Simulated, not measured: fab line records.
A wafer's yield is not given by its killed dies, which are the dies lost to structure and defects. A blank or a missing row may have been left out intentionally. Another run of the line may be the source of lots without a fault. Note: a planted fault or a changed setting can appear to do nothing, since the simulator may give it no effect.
fab line records    flow n5_finfet
[record] lots = 24  wafers = 72  last_day = 18
route steps=1938 shown ZERO_LAYER@17 FIN_SAQP@96
lots that met no fault: taken from a fault-free run of the same line
start_h: hours from the record's first day to the start of the lot's first wafer shown    wait_h: hours elapsed since this lot's preceding step    " the same as in the row above    L1.1+2: one row covering several wafers at once    - no value, or no start given    * or withheld: withheld    < > ~ a bound
route shown NAME@n: names a module that has steps shown in the file, with the first one's number in the route    usual: mean/standard deviation of fault-free wafers    same: alike in all rows    chamber/n: place in a boat    sites: per-site readings    _std_site: standard deviation of those values    _edge_site: the outer-site mean with the inner-site mean subtracted    radius_mm: how far each site lies from the wafer's centre    mask NAME#n: copy n    behind: tool/chamber where the wafer was last shaped    hold: why the lot was held/for how many hours/how that ended    device: the n, p or np transistor that did not switch    end of line: the route-end tests of the same wafers    a step with no rows: only its recipe    killed: the dies lost at the first sort to structure and to defects; this is not the yield of the wafer    map: shows each die of a wafer: x if killed, . if not, _ if none is there
set.NAME: the run value of the setting; set.NAME@STEP: its run value at that earlier step    model.NAME: the simulator's own value behind a step, which no gauge read
a sample of lots followed through the steps of the route, with each step as a table and each wafer as a row
services: when a tool's chamber went out of use (start_h, in hours from the record's first day, below 0 if earlier), for how many hours, and the reason
[[steps]]
[step N5_ZERO_LAYER_STRIP_24]
[recipe] chemistry = O2  power_w = 1000  temp_c = 250  overash_fraction = 0.3  pressure_mtorr = 1000  o2_flow_sccm = 6750
[usual] drypump_motor_current_A = 5.76/0.28  heater_power_w = 333/14  oes_product_au = 0.647/0.0045  strip_time_to_endpoint_s = 43.89/0.092
lot.wafer  tool             chamber  start_h  wait_h  drypump_motor_current_A  heater_power_w  oes_product_au  rf_hours_counter_h  strip_time_to_endpoint_s
L074.3     plasma_asher-01  1        13.04    0.1     5.83                     340             0.650           -                   43.83
L074.4     "                0        "        "       6.01                     342             0.643           -                   43.81
L074.5     "                1        "        "       5.82                     346             0.656           -                   43.86
L075.2     plasma_asher-02  1        18.89    0.1     5.96                     339             0.653           28                  43.80
L075.5     "                0        "        "       5.34                     314             0.642           -                   43.79
L075.6     "                1        "        "       5.99                     349             0.651           -                   43.87
L076.1     plasma_asher-01  1        25.22    0.1     5.84                     338             0.639           74                  43.83
L076.4     "                0        "        "       6.02                     328             0.639           -                   43.81
L076.6     "                1        "        "       5.83                     356             0.647           -                   43.82
L077.3     plasma_asher-02  0        30.96    0.1     5.36                     311             0.651           -                   43.89
L077.5     "                1        "        "       5.97                     340             0.653           -                   44.01
L077.6     "                0        "        "       5.37                     323             0.647           -                   44.06
L078.1     plasma_asher-02  1        36.89    0.1     5.97                     352             0.643           31                  43.95
L078.2     "                0        "        "       5.38                     311             0.654           31                  43.90
L078.5     "                1        "        "       5.97                     340             0.649           -                   43.94
L079.3     plasma_asher-02  1        42.92    0.1     5.98                     344             0.641           -                   43.91
L079.4     "                0        "        "       5.36                     314             0.647           -                   43.87
L079.6     "                0        "        "       5.36                     312             0.648           -                   43.76
L080.3     plasma_asher-02  0        49.04    0.1     5.36                     310             0.647           -                   43.88
L080.4     "                1        "        "       5.96                     349             0.648           -                   43.96
L080.5     "                0        "        "       5.36                     312             0.642           -                   43.82
L081.1     plasma_asher-01  1        55.04    0.1     5.81                     340             0.652           81                  43.64
L081.5     "                1        "        "       5.83                     345             0.649           -                   43.63
L081.6     "                0        "        "       6.03                     332             0.643           -                   43.63
L082.2     plasma_asher-02  0        60.92    0.1     5.34                     319             0.638           35                  44.05
L082.3     "                1        "        "       6.00                     339             0.651           -                   43.93
L082.6     "                1        "        "       5.99                     340             0.649           -                   43.98
L083.2     plasma_asher-01  0        68.20    0.1     6.03                     336             0.647           84                  43.95
L083.5     "                1        "        "       5.79                     353             0.646           -                   43.96
L083.6     "                0        "        "       6.04                     333             0.648           -                   43.94
L084.1     plasma_asher-02  0        73.13    0.1     5.35                     320             0.654           36                  43.80
L084.3     "                1        "        "       5.97                     348             0.641           -                   43.89
L084.4     "                0        "        "       5.37                     313             0.646           -                   43.93
L085.1     plasma_asher-02  0        79.02    0.1     5.38                     320             0.648           38                  44.05
L085.4     "                0        "        "       5.37                     316             0.644           -                   44.11
L085.6     "                0        "        "       5.39                     311             0.647           -                   44.04
L086.1     plasma_asher-02  1        85.05    0.1     5.97                     353             0.644           38                  44.04
L086.3     "                0        "        "       5.36                     321             0.652           -                   44.00
L086.5     "                0        "        "       5.37                     319             0.649           -                   43.95
L087.1     plasma_asher-02  0        90.90    0.1     5.36                     308             0.649           39                  43.86
L087.4     "                0        "        "       5.36                     316             0.639           -                   43.84
L087.5     "                1        "        "       5.98                     345             0.652           -                   43.81
L088.1     plasma_asher-02  0        96.95    0.1     5.35                     309             0.650           41                  43.91
L088.3     "                1        "        "       5.98                     358             0.646           -                   43.96
L088.4     "                0        "        "       5.32                     322             0.643           -                   43.92
L089.1     plasma_asher-02  0        102.92   0.1     5.35                     317             0.647           42                  43.93
L089.4     "                1        "        "       5.99                     348             0.646           -                   43.84
L089.5     "                1        "        "       5.96                     348             0.653           -                   43.87
L090.1     plasma_asher-01  1        108.89   0.1     5.83                     343             0.647           91                  43.81
L090.2     "                0        "        "       6.02                     332             0.649           91                  43.90
L090.5     "                0        "        "       6.02                     331             0.645           -                   43.86
L091.2     plasma_asher-01  1        114.89   0.1     5.81                     352             0.648           92                  43.95
L091.3     "                0        "        "       6.00                     330             0.648           -                   43.91
L091.6     "                1        "        "       5.79                     341             0.648           -                   43.87
L092.2     plasma_asher-01  0        121.02   0.1     6.02                     328             0.642           94                  43.82
L092.3     "                0        "        "       6.02                     336             0.651           -                   43.85
L092.4     "                1        "        "       5.81                     343             0.641           -                   43.82
L093.1     plasma_asher-01  1        127.02   0.1     5.81                     338             0.651           95                  44.04
L093.3     "                1        "        "       5.81                     341             0.646           -                   43.93
L093.6     "                0        "        "       6.01                     332             0.651           -                   43.97
L094.2     plasma_asher-01  0        133.02   0.1     6.01                     331             0.649           96                  43.91
L094.3     "                1        "        "       5.82                     346             0.653           -                   43.92
L094.5     "                0        "        "       6.02                     336             0.647           -                   43.84
L095.1     plasma_asher-02  1        138.92   0.1     5.98                     338             0.644           51                  44.07
L095.3     "                1        "        "       5.96                     349             0.641           -                   43.89
L095.4     "                0        "        "       5.35                     305             0.642           -                   43.93
L096.1     plasma_asher-02  1        145.44   0.1     6.00                     337             0.649           52                  43.98
L096.3     "                0        "        "       5.37                     306             0.650           -                   43.91
L096.5     "                1        "        "       5.98                     341             0.651           -                   43.97
L097.1     plasma_asher-02  0        151.02   0.1     5.36                     309             0.641           53                  43.84
L097.3     "                1        "        "       5.99                     348             0.651           -                   43.73
L097.5     "                1        "        "       5.98                     343             0.647           -                   43.84
[step N5_FIN_SAQP_HM_DEP_03]
[recipe] material = SiNx  target_thk_a = 380  temp_c = 400  precursor = SiH4/NH3/N2  pressure_torr = 1.5  rf_w = 300  time_s = 33.6
[usual] heater_power_w = 746/83  showerhead_plenum_p_Torr = 5.14/0.053  throttle_valve_pct = 39.5/1.5
[same] time_s = 33.6
lot.wafer  tool      chamber  start_h  wait_h  heater_power_w  showerhead_plenum_p_Torr  throttle_valve_pct
L074.3     pecvd-04  2        20.94    0.1     752             5.13                      41.0
L074.4     "         0        "        "       803             5.11                      39.7
L074.5     "         2        "        "       752             5.12                      40.6
L075.2     pecvd-04  2        27.46    0.2     743             5.12                      40.7
L075.5     "         1        "        "       622             5.16                      39.1
L075.6     "         2        "        "       758             5.12                      40.8
L076.1     pecvd-03  2        33.16    0.2     720             5.26                      39.3
L076.4     "         2        "        "       703             5.26                      39.3
L076.6     "         0        "        "       788             5.11                      38.0
L077.3     pecvd-02  0        39.26    0.2     736             5.12                      38.2
L077.5     "         0        "        "       747             5.13                      38.6
L077.6     "         1        "        "       663             5.15                      37.7
L078.1     pecvd-03  2        45.05    0.2     716             5.26                      39.3
L078.2     "         1        "        "       637             5.08                      42.4
L078.5     "         1        "        "       622             5.08                      42.8
L079.3     pecvd-03  0        50.59    0.2     769             5.11                      38.1
L079.4     "         2        "        "       691             5.24                      39.5
L079.6     "         0        "        "       771             5.11                      37.9
L080.3     pecvd-03  1        56.91    0.1     695             5.08                      42.7
L080.4     "         1        "        "       711             5.09                      42.4
L080.5     "         2        "        "       689             5.27                      39.3
L081.1     pecvd-04  0        62.70    0.2     946             5.11                      40.0
L081.5     "         1        "        "       718             5.15                      38.9
L081.6     "         2        "        "       708             5.11                      40.5
L082.2     pecvd-04  1        69.04    0.2     681             5.15                      38.8
L082.3     "         0        "        "       890             5.10                      39.7
L082.6     "         1        "        "       687             5.15                      39.1
L083.2     pecvd-02  2        76.85    0.3     847             5.13                      37.7
L083.5     "         2        "        "       822             5.15                      37.6
L083.6     "         0        "        "       653             5.12                      38.4
L084.1     pecvd-04  0        81.70    0.2     907             5.11                      40.0
L084.3     "         1        "        "       738             5.16                      39.0
L084.4     "         1        "        "       736             5.15                      38.9
L085.1     pecvd-03  0        87.20    0.2     763             5.11                      38.5
L085.4     "         0        "        "       777             5.11                      38.0
L085.6     "         2        "        "       609             5.25                      39.5
L086.1     pecvd-03  0        92.95    0.2     722             5.11                      38.3
L086.3     "         2        "        "       625             5.25                      39.6
L086.5     "         2        "        "       654             5.26                      39.5
L087.1     pecvd-02  2        104.18   0.2     885             5.16                      37.4
L087.4     "         0        "        "       742             5.13                      38.6
L087.5     "         1        "        "       693             5.17                      37.8
L088.1     pecvd-02  1        107.01   0.2     686             5.17                      37.9
L088.3     "         0        "        "       749             5.13                      38.7
L088.4     "         1        "        "       674             5.16                      37.7
L089.1     pecvd-03  2        110.93   0.2     629             5.25                      39.8
L089.4     "         1        "        "       745             5.09                      42.7
L089.5     "         2        "        "       623             5.26                      39.6
L090.1     pecvd-03  1        117.67   0.2     713             5.08                      42.5
L090.2     "         0        "        "       748             5.11                      37.9
L090.5     "         1        "        "       729             5.08                      42.4
L091.2     pecvd-02  1        122.94   0.2     710             5.15                      37.5
L091.3     "         2        "        "       900             5.14                      37.8
L091.6     "         2        "        "       916             5.16                      38.2
L092.2     pecvd-04  1        129.79   0.2     668             5.15                      39.2
L092.3     "         0        "        "       842             5.11                      40.2
L092.4     "         0        "        "       830             5.10                      40.2
L093.1     pecvd-04  0        134.64   0.2     859             5.11                      39.8
L093.3     "         1        "        "       662             5.15                      39.2
L093.6     "         0        "        "       868             5.12                      40.0
L094.2     pecvd-03  2        141.02   0.2     700             5.26                      39.8
L094.3     "         0        "        "       785             5.12                      38.1
L094.5     "         1        "        "       686             5.08                      42.4
L095.1     pecvd-02  0        146.47   0.2     657             5.12                      38.5
L095.3     "         1        "        "       808             5.16                      37.8
L095.4     "         2        "        "       804             5.14                      38.0
L096.1     pecvd-04  1        153.99   0.2     681             5.14                      39.3
L096.3     "         2        "        "       779             5.12                      40.8
L096.5     "         2        "        "       757             5.12                      40.9
L097.1     pecvd-03  0        158.86   0.2     698             5.10                      38.0
L097.3     "         1        "        "       684             5.08                      42.4
L097.5     "         1        "        "       670             5.08                      42.5
[step N5_FIN_SAQP_CD_MEAS_27]
[recipe] target_cd_nm = 20  landing_energy_ev = 1000  detector = se_inlens  polarity = line
[usual] cd_nm = 20.28/0.27
[same] landing_energy_ev = 1000
lot.wafer  tool       chamber  start_h  wait_h  cd_nm
L074.3     cd_sem-03  0        23.84    0.1     20.15
L074.4     "          0        "        "       19.92
L074.5     "          0        "        "       19.91
L075.2     cd_sem-03  0        30.32    0.1     20.43
L075.5     "          0        "        "       20.32
L075.6     "          0        "        "       20.28
L076.1     cd_sem-02  0        36.90    0.1     20.42
L076.4     "          0        "        "       20.02
L076.6     "          0        "        "       20.15
L077.3     cd_sem-01  0        42.14    0.1     20.53
L077.5     "          0        "        "       20.34
L077.6     "          0        "        "       20.21
L078.1     cd_sem-02  0        48.04    0.1     20.00
L078.2     "          0        "        "       20.56
L078.5     "          0        "        "       20.29
L079.3     cd_sem-01  0        53.46    0.1     20.03
L079.4     "          0        "        "       20.29
L079.6     "          0        "        "       20.51
L080.3     cd_sem-03  0        60.08    0.1     20.17
L080.4     "          0        "        "       20.41
L080.5     "          0        "        "       20.28
L081.1     cd_sem-03  0        65.57    0.1     20.33
L081.5     "          0        "        "       20.43
L081.6     "          0        "        "       20.30
L082.2     cd_sem-03  0        72.18    0.1     20.15
L082.3     "          0        "        "       20.54
L082.6     "          0        "        "       20.09
L083.2     cd_sem-01  0        79.62    0.1     20.32
L083.5     "          0        "        "       19.80
L083.6     "          0        "        "       20.10
L084.1     cd_sem-02  0        84.55    0.1     20.39
L084.3     "          0        "        "       20.57
L084.4     "          0        "        "       20.77
L085.1     cd_sem-02  0        90.34    0.1     20.21
L085.4     "          0        "        "       19.51
L085.6     "          0        "        "       20.58
L086.1     cd_sem-03  0        96.86    0.1     20.39
L086.3     "          0        "        "       20.38
L086.5     "          0        "        "       20.59
L087.1     cd_sem-02  0        107.90   0.1     19.94
L087.4     "          0        "        "       20.23
L087.5     "          0        "        "       20.22
L088.1     cd_sem-03  0        109.93   0.1     20.10
L088.3     "          0        "        "       20.47
L088.4     "          0        "        "       19.69
L089.1     cd_sem-01  0        114.92   0.1     20.47
L089.4     "          0        "        "       20.05
L089.5     "          0        "        "       20.47
L090.1     cd_sem-01  0        121.10   0.1     20.14
L090.2     "          0        "        "       19.91
L090.5     "          0        "        "       20.41
L091.2     cd_sem-03  0        125.73   0.1     20.80
L091.3     "          0        "        "       20.09
L091.6     "          0        "        "       20.18
L092.2     cd_sem-01  0        133.65   0.1     20.18
L092.3     "          0        "        "       19.81
L092.4     "          0        "        "       19.99
L093.1     cd_sem-03  0        138.14   0.1     20.60
L093.3     "          0        "        "       20.26
L093.6     "          0        "        "       20.89
L094.2     cd_sem-01  0        143.90   0.1     20.48
L094.3     "          0        "        "       20.48
L094.5     "          0        "        "       20.35
L095.1     cd_sem-01  0        150.67   0.1     20.24
L095.3     "          0        "        "       20.17
L095.4     "          0        "        "       20.08
L096.1     cd_sem-01  0        157.25   0.1     19.82
L096.3     "          0        "        "       20.11
L096.5     "          0        "        "       20.29
L097.1     cd_sem-01  0        161.98   0.1     20.06
L097.3     "          0        "        "       20.38
L097.5     "          0        "        "       19.90
[step N5_FIN_SAQP_ETCH_65]
[recipe] chemistry = CF4  target = SiO2  target_depth_a = 40  ion_energy_ev = 350  time_s = 4.4  pressure_mtorr = 10  icp_w = 800  bias_w = 400  cf4_flow_sccm = 80
[usual] drypump_motor_current_A = 5.8/0.31  oes_product_au = 0.997/0.024  throttle_valve_pct = 21.74/0.17
[same] time_s = 4.4
lot.wafer  tool       chamber  start_h  wait_h  drypump_motor_current_A  oes_product_au  rf_hours_counter_h  throttle_valve_pct
L074.3     rie_si-06  0        23.99    0.1     5.7                      0.978           3                   21.88
L074.4     "          3        "        "       5.8                      1.000           5                   21.52
L074.5     "          2        "        "       5.7                      0.992           -                   21.76
L075.2     rie_si-02  0        31.03    0.1     6.6                      0.986           111                 21.94
L075.5     "          3        "        "       6.2                      0.954           -                   21.75
L075.6     "          2        "        "       5.4                      1.031           -                   22.00
L076.1     rie_si-03  2        37.10    0.1     5.8                      1.015           3                   21.81
L076.4     "          0        "        "       5.5                      1.014           42                  21.77
L076.6     "          3        "        "       5.5                      1.029           -                   21.81
L077.3     rie_si-03  3        42.29    0.1     5.5                      1.049           114                 21.82
L077.5     "          2        "        "       5.8                      1.017           -                   21.81
L077.6     "          3        "        "       5.5                      1.041           -                   21.85
L078.1     rie_si-06  1        48.20    0.1     6.2                      1.019           177                 21.66
L078.2     "          3        "        "       5.9                      1.002           6                   21.51
L078.5     "          2        "        "       5.7                      0.997           -                   21.76
L079.3     rie_si-03  0        53.64    0.1     5.5                      1.002           42                  21.76
L079.4     "          3        "        "       5.5                      1.032           115                 21.82
L079.6     "          2        "        "       5.8                      1.011           -                   21.81
L080.3     rie_si-02  0        60.23    0.1     6.6                      1.001           111                 21.95
L080.4     "          2        "        "       5.4                      1.031           53                  22.01
L080.5     "          2        "        "       5.3                      1.034           -                   22.00
L081.1     rie_si-06  3        65.73    0.1     5.9                      1.002           6                   21.53
L081.5     "          0        "        "       5.8                      0.992           -                   21.88
L081.6     "          1        "        "       6.1                      1.021           -                   21.65
L082.2     rie_si-06  0        72.41    0.1     5.8                      0.993           4                   21.88
L082.3     "          2        "        "       5.7                      0.990           115                 21.75
L082.6     "          0        "        "       5.8                      0.980           -                   21.88
L083.2     rie_si-03  1        79.83    0.1     5.8                      0.985           183                 21.55
L083.5     "          0        "        "       5.5                      0.990           -                   21.76
L083.6     "          1        "        "       5.8                      0.982           -                   21.55
L084.1     rie_si-02  1        84.70    0.1     5.8                      0.956           16                  21.31
L084.3     "          2        "        "       5.4                      1.037           53                  22.01
L084.4     "          3        "        "       6.1                      0.955           64                  21.76
L085.1     rie_si-02  3        90.50    0.1     6.1                      0.949           64                  21.75
L085.4     "          0        "        "       6.6                      0.989           112                 21.95
L085.6     "          1        "        "       5.8                      0.954           -                   21.30
L086.1     rie_si-02  3        97.04    0.1     6.2                      0.960           64                  21.75
L086.3     "          1        "        "       5.8                      0.969           17                  21.32
L086.5     "          3        "        "       6.2                      0.962           -                   21.74
L087.1     rie_si-06  2        108.11   0.1     5.7                      0.982           116                 21.74
L087.4     "          0        "        "       5.8                      0.980           -                   21.88
L087.5     "          3        "        "       5.9                      0.994           -                   21.53
L088.1     rie_si-06  2        110.25   0.1     5.7                      0.987           116                 21.75
L088.3     "          3        "        "       5.9                      1.001           7                   21.53
L088.4     "          3        "        "       5.9                      1.002           -                   21.52
L089.1     rie_si-06  2        115.07   0.1     5.7                      0.981           116                 21.77
L089.4     "          3        "        "       5.9                      0.995           -                   21.52
L089.5     "          0        "        "       5.7                      0.982           -                   21.89
L090.1     rie_si-06  2        121.26   0.1     5.7                      0.987           116                 21.74
L090.2     "          0        "        "       5.7                      0.989           5                   21.88
L090.5     "          2        "        "       5.7                      0.987           -                   21.77
L091.2     rie_si-03  0        125.89   0.1     5.4                      1.023           43                  21.77
L091.3     "          3        "        "       5.5                      1.038           116                 21.83
L091.6     "          3        "        "       5.5                      1.030           -                   21.84
L092.2     rie_si-03  3        133.81   0.1     5.5                      1.035           116                 21.83
L092.3     "          0        "        "       5.5                      1.018           43                  21.78
L092.4     "          2        "        "       5.8                      0.998           5                   21.83
L093.1     rie_si-03  1        138.29   0.1     5.8                      0.986           184                 21.54
L093.3     "          0        "        "       5.5                      1.014           44                  21.75
L093.6     "          2        "        "       5.8                      1.008           -                   21.82
L094.2     rie_si-06  3        144.06   0.1     5.9                      0.990           7                   21.51
L094.3     "          1        "        "       6.2                      1.015           178                 21.66
L094.5     "          2        "        "       5.7                      0.977           -                   21.75
L095.1     rie_si-06  1        150.82   0.1     6.2                      1.004           178                 21.65
L095.3     "          3        "        "       5.9                      0.995           7                   21.50
L095.4     "          2        "        "       5.7                      0.980           116                 21.77
L096.1     rie_si-02  0        157.57   0.1     6.6                      0.985           113                 21.96
L096.3     "          3        "        "       6.2                      0.959           65                  21.74
L096.5     "          0        "        "       6.6                      0.994           -                   21.96
L097.1     rie_si-02  1        162.14   0.1     5.8                      0.953           18                  21.31
L097.3     "          2        "        "       5.3                      1.020           55                  21.99
L097.5     "          3        "        "       6.2                      0.962           -                   21.74
[step N5_FIN_SAQP_MANDREL_ETCH_58]
[recipe] chemistry = HBr/Cl2  target = a-Si  target_depth_a = 450  bt_time_s = 10  stop_on = SiNx  mask_material = SiO2  over_etch_frac = 0.8  time_s = 27  pressure_mtorr = 10  icp_w = 800  bias_w = 75  HBr_flow_sccm = 150  Cl2_flow_sccm = 80  ends = end_point
[usual] drypump_motor_current_A = 5.8/0.31  oes_product_au = 0.698/0.012  throttle_valve_pct = 35.48/0.28
lot.wafer  tool       chamber  start_h  wait_h  drypump_motor_current_A  oes_product_au  rf_hours_counter_h  throttle_valve_pct
L074.3     rie_si-06  0        24.02    0.0     5.7                      0.696           3                   35.34
L074.4     "          3        "        "       5.9                      0.704           5                   35.26
L074.5     "          2        "        "       5.7                      0.694           -                   35.59
L075.2     rie_si-02  0        31.06    0.0     6.6                      0.700           111                 35.98
L075.5     "          3        "        "       6.2                      0.676           -                   35.48
L075.6     "          2        "        "       5.4                      0.726           -                   35.77
L076.1     rie_si-03  2        37.13    0.0     5.9                      0.677           3                   35.76
L076.4     "          0        "        "       5.5                      0.705           42                  35.49
L076.6     "          3        "        "       5.5                      0.700           -                   35.74
L077.3     rie_si-03  3        42.33    0.0     5.5                      0.699           114                 35.74
L077.5     "          2        "        "       5.8                      0.682           -                   35.75
L077.6     "          3        "        "       5.6                      0.716           -                   35.72
L078.1     rie_si-06  1        48.23    0.0     6.2                      0.712           177                 35.09
L078.2     "          3        "        "       5.9                      0.701           6                   35.30
L078.5     "          2        "        "       5.7                      0.700           -                   35.56
L079.3     rie_si-03  0        53.68    0.0     5.5                      0.709           42                  35.48
L079.4     "          3        "        "       5.6                      0.698           115                 35.71
L079.6     "          2        "        "       5.8                      0.700           -                   35.76
L080.3     rie_si-02  0        60.26    0.0     6.6                      0.694           111                 35.99
L080.4     "          2        "        "       5.4                      0.716           53                  35.77
L080.5     "          2        "        "       5.4                      0.715           -                   35.78
L081.1     rie_si-06  3        65.76    0.0     5.9                      0.699           6                   35.30
L081.5     "          0        "        "       5.8                      0.688           -                   35.33
L081.6     "          1        "        "       6.2                      0.710           -                   35.07
L082.2     rie_si-06  0        72.44    0.0     5.7                      0.685           4                   35.34
L082.3     "          2        "        "       5.7                      0.688           115                 35.59
L082.6     "          0        "        "       5.8                      0.692           -                   35.32
L083.2     rie_si-03  1        79.86    0.0     5.8                      0.689           183                 35.36
L083.5     "          0        "        "       5.5                      0.705           -                   35.49
L083.6     "          1        "        "       5.8                      0.684           -                   35.38
L084.1     rie_si-02  1        84.74    0.0     5.8                      0.687           16                  34.89
L084.3     "          2        "        "       5.4                      0.710           53                  35.78
L084.4     "          3        "        "       6.2                      0.686           64                  35.47
L085.1     rie_si-02  3        90.54    0.0     6.2                      0.691           64                  35.49
L085.4     "          0        "        "       6.6                      0.696           112                 35.98
L085.6     "          1        "        "       5.8                      0.701           -                   34.87
L086.1     rie_si-02  3        97.07    0.0     6.1                      0.676           64                  35.47
L086.3     "          1        "        "       5.8                      0.688           17                  34.88
L086.5     "          3        "        "       6.2                      0.688           -                   35.47
L087.1     rie_si-06  2        108.14   0.0     5.7                      0.696           116                 35.59
L087.4     "          0        "        "       5.7                      0.702           -                   35.33
L087.5     "          3        "        "       5.9                      0.703           -                   35.27
L088.1     rie_si-06  2        110.28   0.0     5.7                      0.699           116                 35.58
L088.3     "          3        "        "       5.9                      0.710           7                   35.26
L088.4     "          3        "        "       5.9                      0.715           -                   35.26
L089.1     rie_si-06  2        115.11   0.0     5.7                      0.689           116                 35.59
L089.4     "          3        "        "       5.9                      0.716           -                   35.25
L089.5     "          0        "        "       5.8                      0.696           -                   35.33
L090.1     rie_si-06  2        121.29   0.0     5.7                      0.690           116                 35.58
L090.2     "          0        "        "       5.7                      0.683           5                   35.37
L090.5     "          2        "        "       5.7                      0.696           -                   35.58
L091.2     rie_si-03  0        125.92   0.0     5.5                      0.697           43                  35.50
L091.3     "          3        "        "       5.6                      0.691           116                 35.75
L091.6     "          3        "        "       5.5                      0.705           -                   35.72
L092.2     rie_si-03  3        133.84   0.0     5.5                      0.701           117                 35.72
L092.3     "          0        "        "       5.4                      0.700           43                  35.52
L092.4     "          2        "        "       5.8                      0.692           5                   35.76
L093.1     rie_si-03  1        138.33   0.0     5.8                      0.686           184                 35.37
L093.3     "          0        "        "       5.5                      0.699           44                  35.49
L093.6     "          2        "        "       5.8                      0.706           -                   35.75
L094.2     rie_si-06  3        144.10   0.0     5.9                      0.702           7                   35.27
L094.3     "          1        "        "       6.2                      0.705           178                 35.10
L094.5     "          2        "        "       5.7                      0.708           -                   35.55
L095.1     rie_si-06  1        150.86   0.0     6.2                      0.714           178                 35.12
L095.3     "          3        "        "       5.9                      0.696           7                   35.28
L095.4     "          2        "        "       5.7                      0.699           116                 35.56
L096.1     rie_si-02  0        157.60   0.0     6.6                      0.689           113                 36.02
L096.3     "          3        "        "       6.2                      0.673           65                  35.49
L096.5     "          0        "        "       6.6                      0.700           -                   35.99
L097.1     rie_si-02  1        162.17   0.0     5.8                      0.676           18                  34.91
L097.3     "          2        "        "       5.4                      0.710           55                  35.81
L097.5     "          3        "        "       6.2                      0.676           -                   35.49
[step N5_FIN_SAQP_OCD_MEAS_76]
[usual] trench_depth_nm = 120.1/2
lot.wafer  tool    chamber  start_h  wait_h  trench_depth_nm
L074.3     ocd-02  -        25.95    0.0     119.9
L074.4     "       -        "        "       119.4
L074.5     "       -        "        "       119.6
L075.2     ocd-02  -        33.27    0.0     117.9
L075.5     "       -        "        "       118.7
L075.6     "       -        "        "       115.4
L076.1     ocd-02  -        39.05    0.0     119.3
L076.4     "       -        "        "       123.3
L076.6     "       -        "        "       120.2
L077.3     ocd-02  -        44.64    0.0     118.0
L077.5     "       -        "        "       117.3
L077.6     "       -        "        "       117.7
L078.1     ocd-02  -        50.19    0.0     119.4
L078.2     "       -        "        "       119.3
L078.5     "       -        "        "       119.6
L079.3     ocd-02  -        55.69    0.0     120.9
L079.4     "       -        "        "       121.8
L079.6     "       -        "        "       123.2
L080.3     ocd-02  -        62.19    0.0     120.6
L080.4     "       -        "        "       124.7
L080.5     "       -        "        "       124.8
L081.1     ocd-01  -        68.33    0.0     120.6
L081.5     "       -        "        "       123.9
L081.6     "       -        "        "       121.5
L082.2     ocd-01  -        74.74    0.0     121.2
L082.3     "       -        "        "       120.1
L082.6     "       -        "        "       120.2
L083.2     ocd-01  -        82.27    0.0     119.4
L083.5     "       -        "        "       123.4
L083.6     "       -        "        "       120.3
L084.1     ocd-02  -        86.71    0.0     121.8
L084.3     "       -        "        "       122.9
L084.4     "       -        "        "       123.9
L085.1     ocd-02  -        93.48    0.0     116.1
L085.4     "       -        "        "       119.0
L085.6     "       -        "        "       115.9
L086.1     ocd-02  -        101.91   0.0     119.3
L086.3     "       -        "        "       122.8
L086.5     "       -        "        "       121.3
L087.1     ocd-01  -        110.54   0.0     118.2
L087.4     "       -        "        "       121.1
L087.5     "       -        "        "       120.2
L088.1     ocd-01  -        112.65   0.0     123.1
L088.3     "       -        "        "       121.2
L088.4     "       -        "        "       119.8
L089.1     ocd-01  -        117.08   0.0     120.1
L089.4     "       -        "        "       121.2
L089.5     "       -        "        "       122.5
L090.1     ocd-02  -        123.87   0.0     117.9
L090.2     "       -        "        "       118.5
L090.5     "       -        "        "       118.4
L091.2     ocd-01  -        129.02   0.0     123.5
L091.3     "       -        "        "       119.7
L091.6     "       -        "        "       120.4
L092.2     ocd-02  -        136.17   0.0     119.4
L092.3     "       -        "        "       117.4
L092.4     "       -        "        "       120.6
L093.1     ocd-02  -        140.76   0.0     120.9
L093.3     "       -        "        "       120.4
L093.6     "       -        "        "       120.4
L094.2     ocd-01  -        146.09   0.0     117.8
L094.3     "       -        "        "       119.6
L094.5     "       -        "        "       119.6
L095.1     ocd-01  -        152.77   0.0     122.8
L095.3     "       -        "        "       117.2
L095.4     "       -        "        "       118.6
L096.1     ocd-01  -        159.89   0.0     119.4
L096.3     "       -        "        "       120.7
L096.5     "       -        "        "       117.7
L097.1     ocd-01  -        164.38   0.0     123.4
L097.3     "       -        "        "       119.3
L097.5     "       -        "        "       118.4
[[services]]
tool             chamber  start_h  hours  kind
pecvd-02         1        -3.95    5.5    scheduled_down
pecvd-02         2        21.22    -      clean
pecvd-02         2        21.22    -      consumable_replace:showerhead
pecvd-02         2        21.22    29.0   scheduled_down
pecvd-02         2        21.22    29.0   vent_cycle
pecvd-04         2        24.51    2.1    scheduled_down
rie_si-02        2        25.78    1.9    repair
pecvd-04         -        31.77    2.8    pm
pecvd-03         1        49.46    2.1    scheduled_down
pecvd-04         0        49.86    11.3   repair
plasma_asher-02  -        63.04    2.8    pm
rie_si-06        3        69.79    6.4    repair
rie_si-06        -        80.34    4.0    pm
plasma_asher-01  -        90.19    7.5    repair
pecvd-03         -        95.85    2.8    pm
pecvd-04         1        99.31    8.8    repair
rie_si-06        1        105.86   14.2   repair
pecvd-03         -        112.02   2.0    repair
pecvd-02         1        113.56   5.0    scheduled_down
rie_si-06        -        125.24   14.6   pm
rie_si-02        3        146.81   3.9    repair
rie_si-06        -        149.28   0.4    repair
rie_si-06        2        162.06   1.1    repair
[[key]]
fault none
